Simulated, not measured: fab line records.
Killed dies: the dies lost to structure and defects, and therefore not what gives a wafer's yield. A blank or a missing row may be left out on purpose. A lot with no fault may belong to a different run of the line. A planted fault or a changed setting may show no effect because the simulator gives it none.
Code-filled problem report in 8D (eight disciplines) form | flow nandHarc | the parts of the form that need people (team, actions taken, sign-off) are left out

## 1. THE ISSUE
NHARC_A_M1_ETCH_35, runLengthS: mean 55.2 s on 2 wafers (1 lot); fault-free wafers 65.3 s, standard deviation 0.46. Measured from the usual mean, that is -22 standard deviations.
The step: etches the open film in N2/H2, target depth 40 nm, overetch 12 nm, time 43.94 s.
First seen on wafer L830.3, day 28 02:16, on rieDiel-02. Wafers with a number at this step in the record: 15, from 5 lots. The rule behind "out" and "out of limits": a value lying over 4 standard deviations away from the usual mean. The other wafers with a number count as sound.

## 2. WHAT THIS IS AND IS NOT
question                    | is                | is not
which readings at this step | runLengthS        | chamberPressureMTorr, drypumpMotorCurrentA, oesProductAu, rfVppV, showerheadPlenumPTorr, throttleValvePct
which lots                  | L830              | L819, L829, L835, L836
which wafers of those lots  | L830.3, L830.5    | L830.2
read on which tools         | rieDiel-02        | rieDiel-03, rieDiel-07
when                        | from day 28 02:16 | up to then (7 sound wafers); but 6 sound wafers of L835, L836 came after

## 3. SUSPECTS, AND WHAT RULES EACH OUT
Counting: if a tool at a process step up to the reading ran every lot that is out, it stays a suspect. Sound lots after the first of them don't rule it out here, since some wafers of a struck lot are sound.
- rieDiel-02 at NHARC_A_M1_DESCUM_14 (chemistry O2, time 3 s): kept. It processed L830, the lot that is out, at day 28 02:11, and its most recent sound lot before then was L829 at day 28 00:37.
- rieDiel-02 at NHARC_A_M1_ETCH_35 (etches the open film in N2/H2, target depth 40 nm, overetch 12 nm, time 43.94 s): kept. It processed L830, the lot that is out, at day 28 02:16, and its most recent sound lot before then was L829 at day 28 00:41. Out on those wafers are its own readings of runLengthS.
- At NHARC_A_M1_DESCUM_14 on rieDiel-02, chamber 3 took the sound wafers of the same lots and chamber 2 took the wafers that are out.
- At NHARC_A_M1_ETCH_35 on rieDiel-02, chamber 2 took the sound wafers of the same lots and chamber 0 took the wafers that are out.
After counting, rieDiel-02 at NHARC_A_M1_DESCUM_14 and rieDiel-02 at NHARC_A_M1_ETCH_35 remain.

## 4. THE CAUSE (what the simulator had put in)
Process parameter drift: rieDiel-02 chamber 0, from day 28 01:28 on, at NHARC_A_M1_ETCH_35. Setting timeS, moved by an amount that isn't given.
Counting leaves 2 suspects; this tool is one of them.

## 5. THE EFFECT CHAIN, in route order
Each row: a reading where the mean over the struck wafers with a number is more than 3 standard deviations away from the usual. Only readings for which the record gives a usual standard deviation are gone through. hours: the time from each lot's start at the first step in this table that gives one to its start at this step, as a median over the lots. sigmas: the change in usual standard deviations.
hours | step               | reading    | usual  | on struck wafers | change | sigmas
0     | NHARC_A_M1_ETCH_35 | runLengthS | 65.3 s | 55.2             | -10.0  | -22
The process steps in it:
- NHARC_A_M1_ETCH_35: etches the open film in N2/H2, target depth 40 nm, overetch 12 nm, time 43.94 s.

## 6. HOW IT WOULD HAVE BEEN CAUGHT EARLIER
In this record the first reading out of limits was taken at day 28 02:16, 1 hour after the fault began at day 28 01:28.
